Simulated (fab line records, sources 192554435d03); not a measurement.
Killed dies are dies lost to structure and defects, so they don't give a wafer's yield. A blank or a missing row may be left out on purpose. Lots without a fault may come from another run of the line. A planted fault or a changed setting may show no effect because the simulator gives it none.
Problem report in the 8D (eight disciplines) form, filled by code | flow n5_finfet | the parts of the form that need people (team, actions taken, sign-off) are left out

1. THE PROBLEM
etch_rf_on_time_s at N5_FIN_CUT_ETCH_30 reads a mean of 15.5 s on 2 wafers of 1 lot; wafers without a fault read 10.5 s with a standard deviation of 0.37. That is +14 standard deviations from the usual mean.
The step: etches underlayer in N2/H2, target depth 13 nm, time 10.4 s.
First seen on wafer L308.1, day 5 14:19, on rie_diel-02. The record holds 24 wafers of 9 lots with a number at this step. Rule for "out", or "out of limits": more than 4 standard deviations from the usual mean. The other wafers with a number count as sound.

2. WHAT IT IS AND WHAT IT IS NOT
question                    | is                | is not
which readings at this step | etch_rf_on_time_s | bias_w, drypump_motor_current_A, rf_vpp_V, showerhead_plenum_p_Torr, throttle_valve_pct
which lots                  | L308              | L294, L297, L298, L302, L304, L307, L314, L317
which wafers of those lots  | L308.1, L308.3    | L308.2
read on which tools         | rie_diel-02       | rie_diel-01, rie_diel-03
when                        | from day 5 14:19  | up to then (18 sound wafers); but 4 sound wafers of L314, L317 came after

3. SUSPECTS, AND WHAT RULES EACH OUT
Counting: a tool at a process step up to the reading stays a suspect if it ran every lot that is out. Sound lots after the first of them don't rule it out here, since some wafers of a struck lot are sound.
- rie_diel-02 at N5_FIN_CUT_ETCH_30 (etches underlayer in N2/H2, target depth 13 nm, time 10.4 s): kept. It ran the lot that is out, L308 (day 5 14:19); its last sound lot up to then is L304 (day 4 15:34). Its own readings are out on those wafers: etch_rf_on_time_s.
- Within rie_diel-02 at N5_FIN_CUT_ETCH_30: the wafers that are out ran in chambers 2, 3; their sound lot-mates ran in chamber 1.
Left after counting: rie_diel-02 at N5_FIN_CUT_ETCH_30.

4. THE CAUSE (what the simulator had put in)
Process parameter drift: rie_diel-02, from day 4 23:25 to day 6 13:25, at N5_FIN_CUT_ETCH_30. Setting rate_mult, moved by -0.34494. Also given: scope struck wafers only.
Counting left only this tool.

5. THE CHAIN OF EFFECTS, in route order
Each row: a reading whose mean over the struck wafers that have a number lies more than 3 standard deviations from the usual. Only readings for which the record gives a usual standard deviation are gone through. hours: the time from each lot's start at the first step in this table that gives one to its start at this step, as a median over the lots. sigmas: the change in usual standard deviations.
hours | step               | reading           | usual  | on struck wafers | change | sigmas
0     | N5_FIN_CUT_ETCH_30 | etch_rf_on_time_s | 10.5 s | 15.5             | +5.0   | +14
The process steps in it:
- N5_FIN_CUT_ETCH_30: etches underlayer in N2/H2, target depth 13 nm, time 10.4 s.
Later measuring or inspecting steps at which every struck wafer that the step has a row for has a number for every such reading, and none has moved that far: N5_BEOL_M4_RC_MEAS_101.

6. WHAT WOULD HAVE CAUGHT IT SOONER
In this record the first reading out of limits was taken at day 5 14:19, 15 hours after the fault began at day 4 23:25.
